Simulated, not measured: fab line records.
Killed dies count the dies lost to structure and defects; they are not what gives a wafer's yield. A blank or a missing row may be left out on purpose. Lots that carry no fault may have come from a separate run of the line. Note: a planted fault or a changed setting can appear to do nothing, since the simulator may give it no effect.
Chamber matching | flow nand-harc | 4 sister chambers for NHARC_THIN_TSV_CMP_21 on cmp-02
The step polishes, t overpolish 30 s, target thk 2000 nm. 4 wafers are shown with their chamber, then 7 later ones without.

EACH WAFER AND ITS CHAMBER
wafer  | chamber | motor-current-A (A)
L521.4 | 3       | 13.0
L521.5 | 0       | 12.4
L524.1 | 2       | 10.9
L524.2 | 1       | 9.4

WAFERS MISSING THEIR CHAMBER
wafer  | motor-current-A (A)
L524.4 | 13.2
L526.2 | 9.6
L526.4 | 13.1
L526.6 | 9.2
L527.2 | 9.6
L527.4 | 13.5
L527.6 | 14.1

WHICH CHAMBER EACH ONE RAN IN
wafer  | from the rows above     | in truth
L524.4 | can't be placed: 3 or 0 | 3
L526.2 | 1                       | 1
L526.4 | can't be placed: 3 or 0 | 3
L526.6 | 1                       | 1
L527.2 | 1                       | 1
L527.4 | can't be placed: 3 or 0 | 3
L527.6 | can't be placed: 3 or 0 | 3
3 of 7 placed correctly. Not placeable from these rows: 4 (in 4, the candidates include the true chamber). Number placed wrongly: 0.
How it was worked out, from the rows above alone: a wafer's distance from a chamber is the root of the sum, over the readings, of the square of ((its reading less the chamber's mean) divided by the reading's scatter). The wafer belongs to the nearest chamber; if the next one is less than 2 further off, it can't be placed. Each chamber's mean is taken over the wafers shown for it. The scatter: with one shown wafer a chamber, the root of the mean of the squares of how far each hidden wafer lies from its nearest shown one.
